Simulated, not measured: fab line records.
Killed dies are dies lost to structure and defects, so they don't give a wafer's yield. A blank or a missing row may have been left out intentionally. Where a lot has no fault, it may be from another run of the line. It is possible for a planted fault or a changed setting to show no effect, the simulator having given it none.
Problem report in the 8D (eight disciplines) form, filled by code -- flow n5-finfet -- the parts of the form that need people (team, actions taken, sign-off) are left out

== 1. WHAT IS WRONG ==
At N5_FIN_SAQP_ETCH_57, etch-rf-on-time-s averages 57.6 s over 4 wafers from 3 lots, while fault-free wafers read 46.6 s, standard deviation 1. That is +11 standard deviations from the usual mean.
The step: etches SiNx in CH3F/O2, target depth 32.5 nm, time 46.4 s.
Earliest sighting: wafer L176.1 on rie-diel-05 at day 5 16:29. The record holds 31 wafers of 11 lots with a number at this step. By rule, "out" or "out of limits" means more than 4 standard deviations away from the usual mean. The rest of the wafers with a number are treated as sound.

== 2. WHAT IT IS, AND WHAT IT ISN'T ==
question,is,is not
which readings at this step,etch-rf-on-time-s,"CH3F_flow_sccm, drypump-motor-current-A, oes-product-au, rf-vpp-V, showerhead-plenum-p-Torr, throttle-valve-pct"
which lots,"L176, L181, L182","L162, L164, L165, L167, L168, L172, L174, L184"
which wafers of those lots,"L176.1, L176.5, L181.1, L182.1","L181.6, L182.2, L182.6"
read on which tools,rie-diel-05,"rie-diel-03, rie-diel-04"
when,from day 5 16:29,"up to then (21 sound wafers); but 6 sound wafers of L181, L182, L184 came after"

== 3. WHAT RULES OUT EACH SUSPECT ==
Counting: any tool at a process step up to the reading remains a suspect provided it ran every lot that is out. Sound lots after the first of them don't rule it out here, since some wafers of a struck lot are sound.
- rie-diel-05 at N5_FIN_SAQP_ETCH_57 (etches SiNx in CH3F/O2, target depth 32.5 nm, time 46.4 s): kept. It processed each lot that is out (first: L176, day 5 16:29); up to then, its last sound lot is L168 (day 3 11:29). Its own readings are out on those wafers: etch-rf-on-time-s.
The count leaves rie-diel-05 at N5_FIN_SAQP_ETCH_57.

== 4. THE CAUSE (what the simulator had put in) ==
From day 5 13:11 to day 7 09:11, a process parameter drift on rie-diel-05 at N5_FIN_SAQP_ETCH_57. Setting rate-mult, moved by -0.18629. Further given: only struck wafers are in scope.
This tool alone remained once counting was done.

== 5. SEQUENCE OF EFFECTS, ordered by route ==
Each row: a reading where the mean over the struck wafers with a number is more than 3 standard deviations away from the usual. Only readings whose record carries a usual standard deviation are examined. hours: median over the lots of the time between each lot's start at the first step of this table that gives one and its start at this step. sigmas: the change, counted in usual standard deviations.
hours,step,reading,usual,on struck wafers,change,sigmas
0,N5_FIN_SAQP_ETCH_57,etch-rf-on-time-s,46.6 s,57.6,+11.0,+11
It contains these process steps:
- N5_FIN_SAQP_ETCH_57: etches SiNx in CH3F/O2, target depth 32.5 nm, time 46.4 s.

== 6. WHAT WOULD HAVE CAUGHT IT SOONER ==
The fault began at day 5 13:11; the first out-of-limits reading in this record came at day 5 16:29, 3 hours later.
